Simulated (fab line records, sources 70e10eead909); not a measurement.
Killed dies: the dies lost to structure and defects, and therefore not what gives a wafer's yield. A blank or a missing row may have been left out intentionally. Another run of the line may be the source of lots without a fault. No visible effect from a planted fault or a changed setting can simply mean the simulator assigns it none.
Matching of chambers || flow nandHarc || 3 sister chambers for NHARC_P_GATE_DEP_103 on pecvd-02
The step deposits SiON, target thk 30 nm. 3 wafers are shown with their chamber, then 8 later ones without.

WAFERS, EACH WITH ITS CHAMBER
{"wafer": "L090.4", "chamber": 0, "rfFwdPowerW (W)": 348.7}
{"wafer": "L090.5", "chamber": 2, "rfFwdPowerW (W)": 348.5}
{"wafer": "L091.2", "chamber": 1, "rfFwdPowerW (W)": 347.7}

WAFERS MISSING THEIR CHAMBER
{"wafer": "L091.3", "rfFwdPowerW (W)": 346.9}
{"wafer": "L091.4", "rfFwdPowerW (W)": 348.3}
{"wafer": "L094.1", "rfFwdPowerW (W)": 347.4}
{"wafer": "L094.4", "rfFwdPowerW (W)": 348.4}
{"wafer": "L094.5", "rfFwdPowerW (W)": 347.5}
{"wafer": "L095.1", "rfFwdPowerW (W)": 348.1}
{"wafer": "L095.3", "rfFwdPowerW (W)": 347.5}
{"wafer": "L095.4", "rfFwdPowerW (W)": 348.0}

CHAMBER TAKEN BY EACH
{"wafer": "L091.3", "from the rows above": 1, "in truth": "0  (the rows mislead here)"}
{"wafer": "L091.4", "from the rows above": "can't be placed: 2 or 0 or 1", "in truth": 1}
{"wafer": "L094.1", "from the rows above": 1, "in truth": 1}
{"wafer": "L094.4", "from the rows above": "can't be placed: 2 or 0 or 1", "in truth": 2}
{"wafer": "L094.5", "from the rows above": 1, "in truth": 1}
{"wafer": "L095.1", "from the rows above": "can't be placed: 2 or 1 or 0", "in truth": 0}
{"wafer": "L095.3", "from the rows above": 1, "in truth": 1}
{"wafer": "L095.4", "from the rows above": "can't be placed: 1 or 2 or 0", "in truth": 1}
Placed correctly: 3 of 8. Can't be placed from these rows: 4 (the true chamber is among the candidates in 4). Placed wrongly: 1.
How it was worked out, from the rows above alone: a wafer's distance from a chamber is the root of the sum, over the readings, of the square of ((its reading less the chamber's mean) divided by the reading's scatter). The wafer belongs to the nearest chamber; if the next one is less than 2 further off, it can't be placed. A chamber's mean is the mean of its shown wafers. The scatter: root of mean squared gap, hidden wafer to nearest shown wafer, with one shown wafer a chamber.
